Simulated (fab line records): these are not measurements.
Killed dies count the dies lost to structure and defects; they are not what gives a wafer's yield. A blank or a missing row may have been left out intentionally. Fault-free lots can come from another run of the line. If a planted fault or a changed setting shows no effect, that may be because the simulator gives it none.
The tool behind it: which one? / flow n5-finfet / Sampling: 10 lots, 28 wafers, 2 of 1938 route steps

WHAT THE GAUGES READ, wafer by wafer
N5_BEOL_M4_RC_MEAS_101. Usual: DIBL_N 36.0 mV/V, standard deviation 1.6; DIBL_P 36.1 mV/V, standard deviation 2; IOFF_N 0.160 nA/um, standard deviation 0.029; IOFF_P 0.21 nA/um, standard deviation 0.039; ION_N 675 uA/um, standard deviation 13; ION_P 464 uA/um, standard deviation 8.8; SS_N 71.5 mV/dec, standard deviation 0.58; SS_P 73.3 mV/dec, standard deviation 0.65; VT_N 250 mV, standard deviation 3.3; VT_P -249 mV, standard deviation 3.6.
lot=L767; measured=day 7 20:04; on=prober-02; DIBL_N (mV/V)=37.4 35.6 36.4; DIBL_P (mV/V)=36.9 34.9 33.6; IOFF_N (nA/um)=0.164 0.128 0.141; IOFF_P (nA/um)=0.21 0.19 0.17; ION_N (uA/um)=676 659 662; ION_P (uA/um)=456 454 449; SS_N (mV/dec)=72.0 71.5 71.6; SS_P (mV/dec)=73.4 73.0 72.7; VT_N (mV)=247 251 254; VT_P (mV)=-252 -253 -255; flag=
lot=L768; measured=day 8 01:37; on=prober-01; DIBL_N (mV/V)=37.5 36.0; DIBL_P (mV/V)=36.4 34.5; IOFF_N (nA/um)=0.174 0.149; IOFF_P (nA/um)=0.24 0.21; ION_N (uA/um)=666 667; ION_P (uA/um)=460 460; SS_N (mV/dec)=71.8 71.1; SS_P (mV/dec)=74.0 72.7; VT_N (mV)=251 251; VT_P (mV)=-248 -250; flag=
lot=L769; measured=day 8 07:10; on=prober-01; DIBL_N (mV/V)=34.1 36.9 33.7; DIBL_P (mV/V)=34.5 37.5 33.5; IOFF_N (nA/um)=0.128 0.173 0.118; IOFF_P (nA/um)=0.17 0.22 0.15; ION_N (uA/um)=666 693 665; ION_P (uA/um)=456 473 452; SS_N (mV/dec)=72.0 71.0 71.2; SS_P (mV/dec)=72.5 73.4 72.2; VT_N (mV)=252 248 255; VT_P (mV)=-252 -248 -255; flag=
lot=L772; measured=day 9 12:39; on=prober-02; DIBL_N (mV/V)=38.0 36.7 37.5; DIBL_P (mV/V)=36.8 35.3 37.1; IOFF_N (nA/um)=0.166 0.154 0.152; IOFF_P (nA/um)=0.23 0.22 0.23; ION_N (uA/um)=681 677 670; ION_P (uA/um)=471 465 465; SS_N (mV/dec)=71.6 70.8 72.2; SS_P (mV/dec)=73.6 73.0 73.3; VT_N (mV)=250 250 252; VT_P (mV)=-248 -249 -247; flag=
lot=L776; measured=day 10 04:10; on=prober-02; DIBL_N (mV/V)=35.8; DIBL_P (mV/V)=35.5; IOFF_N (nA/um)=0.150; IOFF_P (nA/um)=0.20; ION_N (uA/um)=677; ION_P (uA/um)=467; SS_N (mV/dec)=71.9; SS_P (mV/dec)=73.4; VT_N (mV)=249; VT_P (mV)=-253; flag=
lot=L775; measured=day 10 03:58; on=prober-01; DIBL_N (mV/V)=37.1 34.3; DIBL_P (mV/V)=36.8 35.2; IOFF_N (nA/um)=0.180 0.130; IOFF_P (nA/um)=0.20 0.18; ION_N (uA/um)=669 658; ION_P (uA/um)=454 452; SS_N (mV/dec)=71.5 71.1; SS_P (mV/dec)=73.3 72.9; VT_N (mV)=251 256; VT_P (mV)=-251 -250; flag=
lot=L786; measured=day 13 09:56; on=prober-01; DIBL_N (mV/V)=34.8 36.2 36.8; DIBL_P (mV/V)=34.0 35.5 35.9; IOFF_N (nA/um)=0.146 0.154 0.174; IOFF_P (nA/um)=0.17 0.20 0.21; ION_N (uA/um)=687 681 699; ION_P (uA/um)=463 469 468; SS_N (mV/dec)=70.9 71.5 71.2; SS_P (mV/dec)=72.3 73.7 73.0; VT_N (mV)=247 248 247; VT_P (mV)=-252 -250 -250; flag=
lot=L787; measured=day 13 13:07; on=prober-02; DIBL_N (mV/V)=35.4 36.8 38.6; DIBL_P (mV/V)=35.1 36.5 39.2; IOFF_N (nA/um)=0.146 0.159 0.210; IOFF_P (nA/um)=0.20 0.22 0.27; ION_N (uA/um)=695 675 706; ION_P (uA/um)=478 466 479; SS_N (mV/dec)=71.2 71.7 72.0; SS_P (mV/dec)=72.2 73.2 74.0; VT_N (mV)=249 251 247; VT_P (mV)=-251 -248 -247; flag=
lot=L788; measured=day 13 06:37; on=prober-02; DIBL_N (mV/V)=31.8 32.8 35.6; DIBL_P (mV/V)=33.0 34.9 37.3; IOFF_N (nA/um)=0.115 0.123 0.171; IOFF_P (nA/um)=0.18 0.21 0.24; ION_N (uA/um)=667 663 681; ION_P (uA/um)=461 468 471; SS_N (mV/dec)=70.8 71.1 71.3; SS_P (mV/dec)=72.4 73.2 73.8; VT_N (mV)=256 254 249; VT_P (mV)=-250 -246 -247; flag=

WHICH TOOL RAN EACH LOT (tool, then ch and the chambers of the sampled wafers, then the start)
lot=L767; N5_BEOL_M0_ETCH_109=rie-diel-04 ch 0,2,3, day 5 19:22
lot=L768; N5_BEOL_M0_ETCH_109=rie-diel-04 ch 0,1, day 5 23:47
lot=L769; N5_BEOL_M0_ETCH_109=rie-diel-04 ch 0,2,3, day 6 12:34
lot=L772; N5_BEOL_M0_ETCH_109=rie-diel-04 ch 1,2,3, day 7 15:59
lot=L776; N5_BEOL_M0_ETCH_109=rie-diel-04 ch 0,1, day 8 01:15
lot=L775; N5_BEOL_M0_ETCH_109=rie-diel-04 ch 0,1,3, day 8 01:21
lot=L777; N5_BEOL_M0_ETCH_109=rie-diel-04 ch 0,3, day 8 11:21
lot=L786; N5_BEOL_M0_ETCH_109=rie-diel-04 ch 0,1, day 11 00:53
lot=L787; N5_BEOL_M0_ETCH_109=rie-diel-04 ch 1,3, day 11 05:19
lot=L788; N5_BEOL_M0_ETCH_109=rie-diel-04 ch 0,1,3, day 11 05:40
- N5_BEOL_M0_ETCH_109: etches SiCN in CH3F/O2, target depth 8 nm, overetch 2.4 nm, time 27.4 s.

WHAT THE TOOLS THEMSELVES READ (means of the sampled wafers that have a number; where no wafer has one, the mark that the record gives instead)
N5_BEOL_M0_ETCH_109. Usual: bias-w 75.01 W, standard deviation 0.24; drypump-motor-current-A 5.7 A, standard deviation 0.57; oes-product-au 0.70 a.u., standard deviation 0.063; rf-vpp-V 296.5 V, standard deviation 1.4; showerhead-plenum-p-Torr 1.96 Torr, standard deviation 0.062; throttle-valve-pct 16.31 %, standard deviation 0.23.
lot=L767; tool=rie-diel-04; bias-w (W)=74.70; drypump-motor-current-A (A)=5.6; oes-product-au (a.u.)=0.68; rf-vpp-V (V)=296.9; showerhead-plenum-p-Torr (Torr)=1.96; throttle-valve-pct (%)=16.42; flag=
lot=L768; tool=rie-diel-04; bias-w (W)=75.23; drypump-motor-current-A (A)=5.8; oes-product-au (a.u.)=0.70; rf-vpp-V (V)=295.9; showerhead-plenum-p-Torr (Torr)=1.94; throttle-valve-pct (%)=16.12; flag=
lot=L769; tool=rie-diel-04; bias-w (W)=74.91; drypump-motor-current-A (A)=5.7; oes-product-au (a.u.)=0.66; rf-vpp-V (V)=296.2; showerhead-plenum-p-Torr (Torr)=1.96; throttle-valve-pct (%)=16.42; flag=
lot=L772; tool=rie-diel-04; bias-w (W)=75.21; drypump-motor-current-A (A)=5.9; oes-product-au (a.u.)=0.68; rf-vpp-V (V)=297.1; showerhead-plenum-p-Torr (Torr)=1.96; throttle-valve-pct (%)=16.36; flag=
lot=L776; tool=rie-diel-04; bias-w (W)=74.91; drypump-motor-current-A (A)=5.7; oes-product-au (a.u.)=0.62; rf-vpp-V (V)=295.9; showerhead-plenum-p-Torr (Torr)=1.92; throttle-valve-pct (%)=16.20; flag=
lot=L775; tool=rie-diel-04; bias-w (W)=75.14; drypump-motor-current-A (A)=5.8; oes-product-au (a.u.)=0.67; rf-vpp-V (V)=294.7; showerhead-plenum-p-Torr (Torr)=1.94; throttle-valve-pct (%)=16.26; flag=
lot=L777; tool=rie-diel-04; bias-w (W)=74.95; drypump-motor-current-A (A)=5.5; oes-product-au (a.u.)=0.61; rf-vpp-V (V)=296.0; showerhead-plenum-p-Torr (Torr)=1.94; throttle-valve-pct (%)=16.39; flag=
lot=L786; tool=rie-diel-04; bias-w (W)=75.30; drypump-motor-current-A (A)=5.9; oes-product-au (a.u.)=0.68; rf-vpp-V (V)=295.5; showerhead-plenum-p-Torr (Torr)=1.92; throttle-valve-pct (%)=16.15; flag=
lot=L787; tool=rie-diel-04; bias-w (W)=75.03; drypump-motor-current-A (A)=5.8; oes-product-au (a.u.)=0.69; rf-vpp-V (V)=296.0; showerhead-plenum-p-Torr (Torr)=1.94; throttle-valve-pct (%)=16.39; flag=
lot=L788; tool=rie-diel-04; bias-w (W)=74.87; drypump-motor-current-A (A)=5.7; oes-product-au (a.u.)=0.67; rf-vpp-V (V)=296.6; showerhead-plenum-p-Torr (Torr)=1.93; throttle-valve-pct (%)=16.32; flag=

THE ANSWER, worked out from the rows above alone
Rule: take the mean of a lot's wafers that have a number; if it is more than 3 standard deviations from the usual mean, the lot is off. A lot without any number at a reading at which 4 lots or more have one is off too. All remaining lots with rows at the step are treated as sound. Order of review: gauges by route order, followed by the tools' own readings, for which a lot's mean as printed above is used. The first step at which some lot is off is used, and at that step the reading that is off furthest; a lot without a number counts as furthest.
None of the lots is off at any reading shown; this tells nothing.

WHAT WAS PUT IN BY THE SIMULATOR
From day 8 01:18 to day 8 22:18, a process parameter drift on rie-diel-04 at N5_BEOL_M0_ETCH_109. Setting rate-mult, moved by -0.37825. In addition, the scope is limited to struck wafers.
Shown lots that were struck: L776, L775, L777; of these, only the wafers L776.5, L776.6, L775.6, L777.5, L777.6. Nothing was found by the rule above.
